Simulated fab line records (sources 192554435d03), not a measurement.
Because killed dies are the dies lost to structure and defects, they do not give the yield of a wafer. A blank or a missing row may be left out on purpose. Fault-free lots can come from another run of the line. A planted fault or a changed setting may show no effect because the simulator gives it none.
fab line records	flow n5Finfet
record: lots: 7	wafers: 21
route steps=1938 shown BEOL_M6@1239 BEOL_M7@1308 BEOL_M8@1362 BEOL_M9@1407
startH: the number of hours between the record's first day and the start of the first shown wafer of the lot	waitH: how many hours have passed since the lot's step before this one	" as in the row above	L1.1+2: a single row standing in for several wafers	- no value, or no start given	* or withheld: withheld	< > ~ a bound
route shown NAME@n: a module of which the file shows steps, and the number in the route of the first	usual: average and standard deviation across the fault-free wafers	same: alike in all rows	chamber/n: place in a boat	sites: the reading at each site	_std_site: the standard deviation of these	_edge_site: mean of outer sites minus mean of inner sites	radiusMm: for every site, how far away it sits from the centre of the wafer	mask NAME#n: copy n	behind: the tool/chamber that last shaped the wafer	hold: why the lot was held/for how many hours/how that ended	device: transistor that didn't switch, given as n, p or np	end of line: the route-end tests of the same wafers	a step with no rows: only its recipe	killed: count of dies lost to structure and defects at first sort (not the wafer's yield)	map: the dies of a wafer, with x for killed, . for not killed, _ for no die there
set.NAME: the setting that was run; set.NAME@STEP: the one run at that earlier step	model.NAME: the simulator's own value behind a step, which no gauge read
lots run with intentionally changed settings; tables by step, rows by wafer
== steps ==
step: N5_BEOL_M6_TRENCH_ETCH_37
recipe: chemistry: C4F6/O2	targetDepthA: 944.35	target: SiCOH_lowk	timeS: 31.5	ionEnergyEv: 250	pressureMtorr: 30	sourceW: 345	biasW: 185	Ar_flow_sccm: 300	C4F6_flow_sccm: 10	O2_flow_sccm: 10
lot.wafer	tool	chamber	startH	waitH	set.timeS	model.etch.depthNm	model.BEOL_M6.featureDepthNm
L077.1	rieDiel-04	1	-	-	31.5	92.73	92.8
L077.2	"	2	"	"	31.5	96.48	96.4
L077.3	"	0	"	"	31.5	93.86	93.8
L079.3	rieDiel-01	0	-	-	31.5	93.32	93.4
L079.4	"	2	"	"	31.5	97.37	97.4
L079.6	"	3	"	"	31.5	94.51	94.6
L082.2	rieDiel-02	1	-	-	31.5	94.18	94.2
L082.3	"	0	"	"	31.5	98.77	98.8
L082.4	"	1	"	"	31.5	94.02	94
L084.1	rieDiel-02	0	-	-	31.5	97.72	97.8
L084.4	"	1	"	"	31.5	93.63	93.6
L084.5	"	3	"	"	31.5	92.11	92.2
L085.1	rieDiel-01	3	-	-	31.5	93.71	93.8
L085.4	"	0	"	"	28.53	84.14	84.2
L085.5	"	3	"	"	31.5	93.84	93.8
L087.2	rieDiel-02	1	-	-	31.5	92.55	92.6
L087.3	"	2	"	"	25.91	75.13	75.2
L087.4	"	3	"	"	31.5	91.87	91.8
L097.3	rieDiel-02	2	-	-	25.53	73.37	73.4
L097.5	"	0	"	"	25.53	77.63	77.6
L097.6	"	2	"	"	31.5	89.28	89.2
step: N5_BEOL_M6_ETCH_41
recipe: chemistry: CH3F/O2	target: SiCN	targetDepthA: 297	taperDeg: 2	timeS: 52	ionEnergyEv: 120	maskMaterial: TiN	pressureMtorr: 30	sourceW: 395	biasW: 75	Ar_flow_sccm: 150	CH3F_flow_sccm: 30	O2_flow_sccm: 20
step: N5_BEOL_M6_STRIP_80
recipe: chemistry: N2/H2	timeS: 10	powerW: 450	tempC: 40	pressureMtorr: 20	rfFrequencyHz: 6e+07	biasPowerW: 7	n2FlowSccm: 200	h2FlowSccm: 200
step: N5_BEOL_M6_OCD_MEAS_38
usual: trenchDepthNm: 94.3/2.3
lot.wafer	tool	chamber	startH	waitH	set.timeS@BEOL_M6_TRENCH_ETCH_37	trenchDepthNm
L077.1	ocd-01	-	196.61	-	31.5	92.7
L077.2	"	-	"	"	31.5	96.8
L077.3	"	-	"	"	31.5	94.2
L079.3	ocd-01	-	208.16	-	31.5	93.1
L079.4	"	-	"	"	31.5	97.4
L079.6	"	-	"	"	31.5	94.4
L082.2	ocd-01	-	242.40	-	31.5	94.0
L082.3	"	-	"	"	31.5	97.9
L082.4	"	-	"	"	31.5	93.6
L084.1	ocd-01	-	248.16	-	31.5	97.9
L084.4	"	-	"	"	31.5	93.4
L084.5	"	-	"	"	31.5	92.0
L085.1	ocd-02	-	250.15	-	31.5	93.4
L085.4	"	-	"	"	28.53	84.6
L085.5	"	-	"	"	31.5	94.3
L087.2	ocd-02	-	274.49	-	31.5	93.1
L087.3	"	-	"	"	25.91	75.1
L087.4	"	-	"	"	31.5	92.0
L097.3	ocd-02	-	346.00	-	25.53	73.4
L097.5	"	-	"	"	25.53	78.1
L097.6	"	-	"	"	31.5	88.9
step: N5_BEOL_M6_HM_STRIP_39
recipe: chemistry: peroxideTinStrip	material: TiN	targetDepthA: 250	tempC: 50	timeS: 158
step: N5_BEOL_M6_SRD_40
recipe: timeS: 30	tempC: 23	rinseLiquid: diw	dry: ipaMarangoni
step: N5_BEOL_M6_ECD_50
recipe: material: Cu	targetThkA: 3000
step: N5_BEOL_M6_ANNEAL_51
recipe: tempC: 225	timeS: 90	ambient: N2
step: N5_BEOL_M6_CMP_52
recipe: stopOn: SiCOH_lowk	tOverpolishS: 6.9	downForcePsi: 1	platenRpm: 50	clearingPlatenDownForcePsi: 1.5	clearingPlatenRpm: 50	postCmpClean: cuAlkaline	targetThkNm: 80	clearingPlatenPadVelocityMS: 0.99484	padVelocityMS: 0.99484
lot.wafer	tool	chamber	startH	waitH	set.timeS@BEOL_M6_TRENCH_ETCH_37	model.Cu_of_BEOL_M6_ECD_50.thkNm
L077.3	cmp-01	3	199.19	0.2	31.5	79.8
L077.1	"	1	"	"	31.5	77.2
L077.2	"	2	"	"	31.5	82.8
L079.4	cmp-04	1	212.03	0.5	31.5	86.2
L079.3	"	2	"	"	31.5	81
L079.6	"	0	"	"	31.5	82.8
L082.3	cmp-04	3	244.85	0.2	31.5	83.4
L082.2	"	0	"	"	31.5	80.6
L082.4	"	2	"	"	31.5	79.6
L084.1	cmp-04	3	251.33	0.3	31.5	81.6
L084.4	"	1	"	"	31.5	81.4
L084.5	"	2	"	"	31.5	76.6
L085.1	cmp-04	0	252.34	0.3	31.5	81
L085.4	"	2	"	"	28.53	69.8
L085.5	"	0	"	"	31.5	81.6
L087.2	cmp-01	3	276.61	0.4	31.5	79
L087.4	"	0	"	"	31.5	77.6
L087.3	"	1	"	"	25.91	60.8
L097.3	cmp-01	3	348.25	0.2	25.53	59.8
L097.5	"	2	"	"	25.53	64.2
L097.6	"	3	"	"	31.5	75.4
step: N5_BEOL_M6_THK_MEAS_53
recipe: thkMeasGauge: xrf	reads: Cu_of_BEOL_M6_ECD_50
usual: M6_THK: 80.4/2.9
lot.wafer	tool	chamber	startH	waitH	set.timeS@BEOL_M6_TRENCH_ETCH_37	M6_THK[nm]
L077.1	filmMetro-01	-	199.48	-	31.5	77.9
L077.2	"	-	"	"	31.5	83.4
L077.3	"	-	"	"	31.5	80.0
L079.3	filmMetro-01	-	212.25	-	31.5	80.8
L079.4	"	-	"	"	31.5	86.4
L079.6	"	-	"	"	31.5	83.3
L082.2	filmMetro-01	-	245.14	-	31.5	81.4
L082.3	"	-	"	"	31.5	84.0
L082.4	"	-	"	"	31.5	80.0
L084.1	filmMetro-01	-	251.59	-	31.5	81.4
L084.4	"	-	"	"	31.5	81.6
L084.5	"	-	"	"	31.5	76.8
L085.1	filmMetro-02	-	252.64	-	31.5	81.4
L085.4	"	-	"	"	28.53	70.0
L085.5	"	-	"	"	31.5	82.0
L087.2	filmMetro-01	-	276.87	-	31.5	80.4
L087.3	"	-	"	"	25.91	61.7
L087.4	"	-	"	"	31.5	78.9
L097.3	filmMetro-02	-	348.51	-	25.53	60.1
L097.5	"	-	"	"	25.53	64.6
L097.6	"	-	"	"	31.5	75.8
step: N5_BEOL_M6_PRE_CLEAN_55
recipe: gas: NH3	timeS: 15	tempC: withheld	rfPowerW: 300
step: N5_BEOL_M6_DEP_56
recipe: material: SiCN	targetThkA: 100	tempC: withheld	precursor: 3MS/NH3	pressureTorr: 3	rfW: 202	timeS: 17.5
step: N5_BEOL_M6_RS_MEAS_57
recipe: thkMeasGauge: four-point-probe	reads: Cu_of_BEOL_M6_ECD_50+Co_of_BEOL_M6_CVD_78+TaN_of_BEOL_M6_ALD_77
usual: M6_RS: 0.286/0.011
lot.wafer	tool	chamber	startH	waitH	set.timeS@BEOL_M6_TRENCH_ETCH_37	M6_RS[ohm/sq]
L077.1	filmMetro-01	-	199.61	0.1	31.5	0.298
L077.2	"	-	"	"	31.5	0.275
L077.3	"	-	"	"	31.5	0.287
L079.3	filmMetro-02	-	212.38	0.1	31.5	0.281
L079.4	"	-	"	"	31.5	0.261
L079.6	"	-	"	"	31.5	0.274
L082.2	filmMetro-01	-	245.27	0.1	31.5	0.283
L082.3	"	-	"	"	31.5	0.272
L082.4	"	-	"	"	31.5	0.287
L084.1	filmMetro-01	-	251.72	0.1	31.5	0.279
L084.4	"	-	"	"	31.5	0.280
L084.5	"	-	"	"	31.5	0.302
L085.1	filmMetro-02	-	252.80	0.1	31.5	0.282
L085.4	"	-	"	"	28.53	0.336
L085.5	"	-	"	"	31.5	0.279
L087.2	filmMetro-01	-	277.00	0.1	31.5	0.291
L087.3	"	-	"	"	25.91	0.397
L087.4	"	-	"	"	31.5	0.296
L097.3	filmMetro-01	-	348.64	0.1	25.53	0.405
L097.5	"	-	"	"	25.53	0.373
L097.6	"	-	"	"	31.5	0.306
step: N5_BEOL_M7_TRENCH_ETCH_37
recipe: chemistry: C4F6/O2	targetDepthA: 934.78	target: SiCOH_lowk	timeS: 31.2	ionEnergyEv: 250	pressureMtorr: 30	sourceW: 345	biasW: 185	Ar_flow_sccm: 300	C4F6_flow_sccm: 10	O2_flow_sccm: 10
usual: rfVppV: 671/17
lot.wafer	tool	chamber	startH	waitH	set.biasW	rfVppV
L077.1	rieDiel-03	1	-	-	215	737
L077.2	"	2	"	"	185	643
L077.3	"	0	"	"	185	707
L079.3	rieDiel-03	2	-	-	185	642
L079.4	"	3	"	"	158.9	572
L079.6	"	2	"	"	185	643
L082.2	rieDiel-05	3	-	-	185	683
L082.3	"	1	"	"	185	675
L082.4	"	2	"	"	185	666
L084.1	rieDiel-05	1	-	-	173.3	641
L084.4	"	2	"	"	173.3	632
L084.5	"	1	"	"	185	677
L085.1	rieDiel-05	0	-	-	185	665
L085.4	"	3	"	"	185	685
L085.5	"	0	"	"	216.6	753
L087.2	rieDiel-03	0	-	-	185	708
L087.3	"	0	"	"	153.6	613
L087.4	"	2	"	"	153.6	554
L097.3	rieDiel-05	0	-	-	166.1	609
L097.5	"	0	"	"	166.1	611
L097.6	"	1	"	"	185	675
step: N5_BEOL_M7_ETCH_41
recipe: chemistry: CH3F/O2	target: SiCN	targetDepthA: 319	taperDeg: 2	timeS: 57.8	ionEnergyEv: 120	maskMaterial: TiN	pressureMtorr: 30	sourceW: 395	biasW: 75	Ar_flow_sccm: 150	CH3F_flow_sccm: 30	O2_flow_sccm: 20
usual: rfVppV: 298.1/1.3
lot.wafer	tool	chamber	startH	waitH	set.sourceW	rfVppV
L077.1	rieDiel-03	1	-	-	395	299.4
L077.2	"	2	"	"	395	299.0
L077.3	"	0	"	"	395	299.2
L079.3	rieDiel-03	2	-	-	395	297.4
L079.4	"	3	"	"	395	298.4
L079.6	"	2	"	"	395	297.4
L082.2	rieDiel-05	3	-	-	395	297.3
L082.3	"	1	"	"	395	298.4
L082.4	"	2	"	"	395	298.6
L084.1	rieDiel-05	1	-	-	339.9	314.8
L084.4	"	2	"	"	395	297.5
L084.5	"	1	"	"	395	298.8
L085.1	rieDiel-05	0	-	-	456.2	284.6
L085.4	"	3	"	"	395	295.5
L085.5	"	0	"	"	395	298.6
L087.2	rieDiel-03	0	-	-	395	298.2
L087.3	"	0	"	"	426.3	291.1
L087.4	"	2	"	"	395	297.4
L097.3	rieDiel-05	0	-	-	395	298.3
L097.5	"	0	"	"	395	299.3
L097.6	"	1	"	"	395	300.0
step: N5_BEOL_M7_STRIP_80
recipe: chemistry: N2/H2	timeS: 10	powerW: 450	tempC: 40	pressureMtorr: 20	rfFrequencyHz: 6e+07	biasPowerW: 7	n2FlowSccm: 200	h2FlowSccm: 200
step: N5_BEOL_M7_ECD_50
recipe: material: Cu	targetThkA: 3000
step: N5_BEOL_M7_ANNEAL_51
recipe: tempC: 225	timeS: 90	ambient: N2
step: N5_BEOL_M7_CMP_52
recipe: stopOn: SiCOH_lowk	tOverpolishS: 6.9	downForcePsi: 1	platenRpm: 50	clearingPlatenDownForcePsi: 1.5	clearingPlatenRpm: 50	postCmpClean: cuAlkaline	targetThkNm: 80	clearingPlatenPadVelocityMS: 0.99484	padVelocityMS: 0.99484
lot.wafer	tool	chamber	startH	waitH	set.biasW@BEOL_M7_TRENCH_ETCH_37	model.Cu_of_BEOL_M7_ECD_50.thkNm
L077.3	cmp-02	3	207.45	0.2	185	79.8
L077.1	"	1	"	"	215	89
L077.2	"	2	"	"	185	78
L079.4	cmp-02	2	219.94	0.2	158.9	72.4
L079.3	"	0	"	"	185	75.4
L079.6	"	2	"	"	185	77.6
L082.2	cmp-02	3	251.71	0.2	185	79.6
L082.4+3	"	0,1	"	"	185	78.2
L084.4	cmp-01	0	259.47	0.2	173.3	77
L084.1	"	1	"	"	173.3	76.2
L084.5	"	2	"	"	185	79.2
L085.4	cmp-01	2	259.92	0.2	185	80.2
L085.1	"	3	"	"	185	84
L085.5	"	1	"	"	216.6	86.8
L087.4+3	cmp-02	0,3	287.79	0.1	153.6	71.2
L087.2	"	2	"	"	185	77
L097.3	cmp-04	3	356.55	0.2	166.1	78.4
L097.5	"	3	"	"	166.1	77.2
L097.6	"	0	"	"	185	80.4
step: N5_BEOL_M7_PRE_CLEAN_55
recipe: gas: NH3	timeS: 15	tempC: withheld	rfPowerW: 300
step: N5_BEOL_M7_DEP_56
recipe: material: SiCN	targetThkA: 100	tempC: withheld	precursor: 3MS/NH3	pressureTorr: 3	rfW: 202	timeS: 17.5
step: N5_BEOL_M7_RS_MEAS_57
recipe: thkMeasGauge: four-point-probe	reads: Cu_of_BEOL_M7_ECD_50+Co_of_BEOL_M7_CVD_78+TaN_of_BEOL_M7_ALD_77
usual: M7_RS: 0.288/0.011
lot.wafer	tool	chamber	startH	waitH	set.biasW@BEOL_M7_TRENCH_ETCH_37	M7_RS[ohm/sq]
L077.1	filmMetro-02	-	207.91	0.1	215	0.252
L077.2	"	-	"	"	185	0.295
L077.3	"	-	"	"	185	0.287
L079.3	filmMetro-01	-	220.33	0.1	185	0.305
L079.4	"	-	"	"	158.9	0.321
L079.6	"	-	"	"	185	0.296
L082.2	filmMetro-01	-	252.13	0.1	185	0.288
L082.3	"	-	"	"	185	0.293
L082.4	"	-	"	"	185	0.293
L084.1	filmMetro-02	-	259.83	0.1	173.3	0.302
L084.4	"	-	"	"	173.3	0.299
L084.5	"	-	"	"	185	0.290
L085.1	filmMetro-02	-	260.26	0.1	185	0.270
L085.4	"	-	"	"	185	0.285
L085.5	"	-	"	"	216.6	0.260
L087.2	filmMetro-01	-	288.22	0.1	185	0.300
L087.3	"	-	"	"	153.6	0.328
L087.4	"	-	"	"	153.6	0.328
L097.3	filmMetro-01	-	356.97	0.1	166.1	0.292
L097.5	"	-	"	"	166.1	0.298
L097.6	"	-	"	"	185	0.283
step: N5_BEOL_M8_EXPOSE_25
recipe: maskId: V7	na: 0.33	sourceShape: annular	sigmaInner: 0.4	sigmaOuter: 0.8	polarization: unpolarized	targetCdNm: 40	doseMj: 42.5
lot.wafer	tool	chamber	startH	waitH	mask	set.doseMj
L077.1+2	euvScanner-02	0	210.96	-	V7#0	39.58
L077.3	"	0	"	"	V7#0	42.5
L079.3	euvScanner-01	0	225.38	-	V7#0	44.95
L079.4+6	"	0	"	"	V7#0	42.5
L082.2+3+4	euvScanner-02	0	254.45	-	V7#0	42.5
L084.1+4+5	euvScanner-02	0	266.89	-	V7#0	42.5
L085.1+4+5	euvScanner-02	0	267.05	-	V7#0	42.5
L087.2+3	euvScanner-02	0	298.60	-	V7#0	45.52
L087.4	"	0	"	"	V7#0	42.5
L097.3+5+6	euvScanner-01	0	360.65	-	V7#0	42.5
step: N5_BEOL_M8_PEB_26
recipe: pebTempC: 100	pebTimeS: 60	resist: CAR-EUV
step: N5_BEOL_M8_DEVELOP_27
recipe: developTimeS: 30	developer: TMAH	resist: CAR-EUV	rinseLiquid: surfactantRinse	dry: airSpin	devTempC: 23
step: N5_BEOL_M8_CD_MEAS_28
recipe: targetCdNm: 40	landingEnergyEv: 500	detector: seInlens
usual: cdNm: 39.88/0.27
lot.wafer	tool	chamber	startH	waitH	set.doseMj@BEOL_M8_EXPOSE_25	cdNm
L077.1	cdSem-01	0	211.09	-	39.58	38.17
L077.2	"	0	"	"	39.58	37.95
L077.3	"	0	"	"	42.5	39.71
L079.3	cdSem-02	0	225.50	-	44.95	41.27
L079.4	"	0	"	"	42.5	39.89
L079.6	"	0	"	"	42.5	39.57
L082.2	cdSem-02	0	254.58	-	42.5	40.04
L082.3	"	0	"	"	42.5	39.92
L082.4	"	0	"	"	42.5	39.87
L084.1	cdSem-03	0	267.02	-	42.5	39.66
L084.4	"	0	"	"	42.5	39.61
L084.5	"	0	"	"	42.5	39.58
L085.1	cdSem-02	0	267.18	-	42.5	40.09
L085.4	"	0	"	"	42.5	40.63
L085.5	"	0	"	"	42.5	39.66
L087.2	cdSem-02	0	298.73	-	45.52	41.50
L087.3	"	0	"	"	45.52	41.58
L087.4	"	0	"	"	42.5	40.27
L097.3	cdSem-01	0	360.77	-	42.5	40.09
L097.5	"	0	"	"	42.5	39.32
L097.6	"	0	"	"	42.5	39.51
step: N5_BEOL_M8_DESCUM_33
recipe: chemistry: O2	timeS: 7	sourcePowerW: 50	biasPowerW: 20	pressureMtorr: 20	rfFrequencyHz: 2.712e+07	tempC: 40	resist: CAR-EUV	o2FlowSccm: 225
lot.wafer	tool	chamber	startH	waitH	set.doseMj@BEOL_M8_EXPOSE_25	model.BEOL_M8.cdNm
L077.1	rieDiel-01	3	211.33	0.1	39.58	38.6
L077.2	"	1	"	"	39.58	38
L077.3	"	2	"	"	42.5	39.8
L079.3	rieDiel-02	0	225.62	0.0	44.95	41
L079.4	"	3	"	"	42.5	40
L079.6	"	2	"	"	42.5	39.8
L082.2	rieDiel-01	2	254.70	0.0	42.5	40.2
L082.3+4	"	3,0	"	"	42.5	40
L084.1	rieDiel-01	0	267.83	0.7	42.5	40.2
L084.4	"	1	"	"	42.5	39.8
L084.5	"	3	"	"	42.5	40
L085.1+4+5	rieDiel-01	2,0,0	268.65	1.4	42.5	40.2
L087.2+3	rieDiel-01	2,0	298.86	0.0	45.52	41.4
L087.4	"	3	"	"	42.5	40.4
L097.3+6	rieDiel-02	0	361.05	0.2	42.5	39.8
L097.5	"	2	"	"	42.5	39.4
step: N5_BEOL_M8_ETCH_72
recipe: chemistry: N2/H2	target: underlayer	targetDepthA: 65	maskMaterial: CAR-EUV	timeS: 5.2	ionEnergyEv: 200	pressureMtorr: 30	sourceW: 840	biasW: 150	n2FlowSccm: 200	h2FlowSccm: 200	ends: cleared
lot.wafer	tool	chamber	startH	waitH	set.doseMj@BEOL_M8_EXPOSE_25	model.BEOL_M8.cdNm
L077.1	rieDiel-01	3	211.36	0.0	39.58	38.6
L077.2	"	1	"	"	39.58	37.8
L077.3	"	2	"	"	42.5	39.8
L079.3	rieDiel-02	0	225.65	0.0	44.95	41
L079.4	"	3	"	"	42.5	40
L079.6	"	2	"	"	42.5	39.8
L082.2+3	rieDiel-01	2,3	254.73	0.0	42.5	40.2
L082.4	"	0	"	"	42.5	40
L084.1+5	rieDiel-01	0,3	267.86	0.0	42.5	40
L084.4	"	1	"	"	42.5	39.8
L085.1+5	rieDiel-01	2,0	268.69	0.0	42.5	40.2
L085.4	"	0	"	"	42.5	40
L087.2+3	rieDiel-01	2,0	298.90	0.0	45.52	41.4
L087.4	"	3	"	"	42.5	40.4
L097.3+6	rieDiel-02	0	361.09	0.0	42.5	39.8
L097.5	"	2	"	"	42.5	39.4
step: N5_BEOL_M8_ETCH_65
recipe: chemistry: CF4	target: SiARC	targetDepthA: 156	maskMaterial: CAR-EUV	timeS: 26	ionEnergyEv: 80	pressureMtorr: 40	sourceW: 545	biasW: 36	Ar_flow_sccm: 100	cf4FlowSccm: 100	ends: cleared
lot.wafer	tool	chamber	startH	waitH	set.doseMj@BEOL_M8_EXPOSE_25	model.BEOL_M8.cdNm
L077.1	rieDiel-01	3	211.38	0.0	39.58	38.4
L077.2	"	1	"	"	39.58	38
L077.3	"	2	"	"	42.5	39.6
L079.3	rieDiel-02	0	225.67	0.0	44.95	41.2
L079.4	"	3	"	"	42.5	40
L079.6	"	2	"	"	42.5	39.6
L082.2+3	rieDiel-01	2,3	254.75	0.0	42.5	40.2
L082.4	"	0	"	"	42.5	40
L084.1	rieDiel-01	0	267.88	0.0	42.5	40.2
L084.4+5	"	1,3	"	"	42.5	39.8
L085.1	rieDiel-01	2	268.71	0.0	42.5	40
L085.4+5	"	0	"	"	42.5	40.2
L087.2	rieDiel-01	2	298.91	0.0	45.52	41.4
L087.3	"	0	"	"	45.52	41.6
L087.4	"	3	"	"	42.5	40.4
L097.3+6	rieDiel-02	0	361.10	0.0	42.5	39.8
L097.5	"	2	"	"	42.5	39.4
step: N5_BEOL_M8_ETCH_66
recipe: chemistry: N2/H2	target: SOC	targetDepthA: 800	overetchA: 160	maskMaterial: SiARC	tempC: 40	timeS: 120	ionEnergyEv: 200	pressureMtorr: 30	sourceW: 840	biasW: 150	n2FlowSccm: 200	h2FlowSccm: 200
usual: rfVppV: 524.1/2
lot.wafer	tool	chamber	startH	waitH	set.sourceW	rfVppV
L077.1	rieDiel-01	3	211.41	0.0	840	524.4
L077.2	"	1	"	"	840	526.6
L077.3	"	2	"	"	732.2	549.0
L079.3	rieDiel-02	0	225.70	0.0	774.8	535.4
L079.4	"	3	"	"	774.8	537.7
L079.6	"	2	"	"	840	522.2
L082.2	rieDiel-01	2	254.78	0.0	840	526.2
L082.3	"	3	"	"	840	524.0
L082.4	"	0	"	"	840	526.4
L084.1	rieDiel-01	0	267.91	0.0	840	525.7
L084.4	"	1	"	"	840	524.3
L084.5	"	3	"	"	965.7	501.5
L085.1	rieDiel-01	2	268.73	0.0	897.5	512.0
L085.4	"	0	"	"	897.5	516.1
L085.5	"	0	"	"	840	525.5
L087.2	rieDiel-01	2	298.94	0.0	840	525.8
L087.3	"	0	"	"	840	526.2
L087.4	"	3	"	"	906.2	511.0
L097.3	rieDiel-02	0	361.13	0.0	840	521.4
L097.5	"	2	"	"	840	522.7
L097.6	"	0	"	"	840	521.7
step: N5_BEOL_M9_COAT_60
recipe: resist: SiARC	tempC: 220	timeS: 60	spinRpm: 1500	resistThkNm: 30
lot.wafer	tool	chamber	startH	waitH	set.spinRpm	model.SiARC_of_BEOL_M9_COAT_60.thkNm
L077.1+2+3	lithoTrack-03	0	-	-	1500	30
L079.3+6	lithoTrack-01	0	-	-	1546	29.6
L079.4	"	0	"	"	1500	30
L082.2	lithoTrack-05	0	-	-	1500	30
L082.3+4	"	0	"	"	1500	30.2
L084.1+5	lithoTrack-01	0	-	-	1643	28.6
L084.4	"	0	"	"	1500	30
L085.1	lithoTrack-03	0	-	-	1500	30.2
L085.4+5	"	0	"	"	1500	30
L087.2+3+4	lithoTrack-03	0	-	-	1500	29.8
L097.3	lithoTrack-05	0	-	-	1500	30
L097.5+6	"	0	"	"	1590	29.2
== key ==
split: step: N5_BEOL_M6_TRENCH_ETCH_37	setting: timeS	stated: 31.5	by: wafer
response: step: N5_BEOL_M6_TRENCH_ETCH_37	reading: model.etch.depthNm	change: +0.859	per: 1%	r: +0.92
response: step: N5_BEOL_M6_TRENCH_ETCH_37	reading: model.BEOL_M6.featureDepthNm	change: +0.854	per: 1%	r: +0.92
response: step: N5_BEOL_M6_OCD_MEAS_38	reading: trenchDepthNm	change: +0.848	per: 1%	r: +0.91
response: step: N5_BEOL_M6_CMP_52	reading: model.Cu_of_BEOL_M6_ECD_50.thkNm	change: +0.882	per: 1%	r: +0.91
response: step: N5_BEOL_M6_THK_MEAS_53	reading: M6_THK	change: +0.894	per: 1%	r: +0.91
response: step: N5_BEOL_M6_RS_MEAS_57	reading: M6_RS	change: -0.00513	per: 1%	r: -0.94
split: step: N5_BEOL_M7_TRENCH_ETCH_37	setting: biasW	stated: 185	by: wafer
response: step: N5_BEOL_M7_TRENCH_ETCH_37	reading: rfVppV	change: +5.36	per: 1%	r: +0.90
response: step: N5_BEOL_M7_CMP_52	reading: model.Cu_of_BEOL_M7_ECD_50.thkNm	change: +0.374	per: 1%	r: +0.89
response: step: N5_BEOL_M7_RS_MEAS_57	reading: M7_RS	change: -0.00158	per: 1%	r: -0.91
split: step: N5_BEOL_M7_ETCH_41	setting: sourceW	stated: 395	by: wafer
response: step: N5_BEOL_M7_ETCH_41	reading: rfVppV	change: -0.961	per: 1%	r: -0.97
split: step: N5_BEOL_M8_EXPOSE_25	setting: doseMj	stated: 42.5	by: wafer
response: step: N5_BEOL_M8_CD_MEAS_28	reading: cdNm	change: +0.223	per: 1%	r: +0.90
response: step: N5_BEOL_M8_DESCUM_33	reading: model.BEOL_M8.cdNm	change: +0.181	per: 1%	r: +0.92
response: step: N5_BEOL_M8_ETCH_72	reading: model.BEOL_M8.cdNm	change: +0.187	per: 1%	r: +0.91
response: step: N5_BEOL_M8_ETCH_65	reading: model.BEOL_M8.cdNm	change: +0.195	per: 1%	r: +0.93
split: step: N5_BEOL_M8_ETCH_66	setting: sourceW	stated: 840	by: wafer
response: step: N5_BEOL_M8_ETCH_66	reading: rfVppV	change: -1.73	per: 1%	r: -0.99
split: step: N5_BEOL_M9_COAT_60	setting: spinRpm	stated: 1500	by: wafer
response: step: N5_BEOL_M9_COAT_60	reading: model.SiARC_of_BEOL_M9_COAT_60.thkNm	change: -0.142	per: 1%	r: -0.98
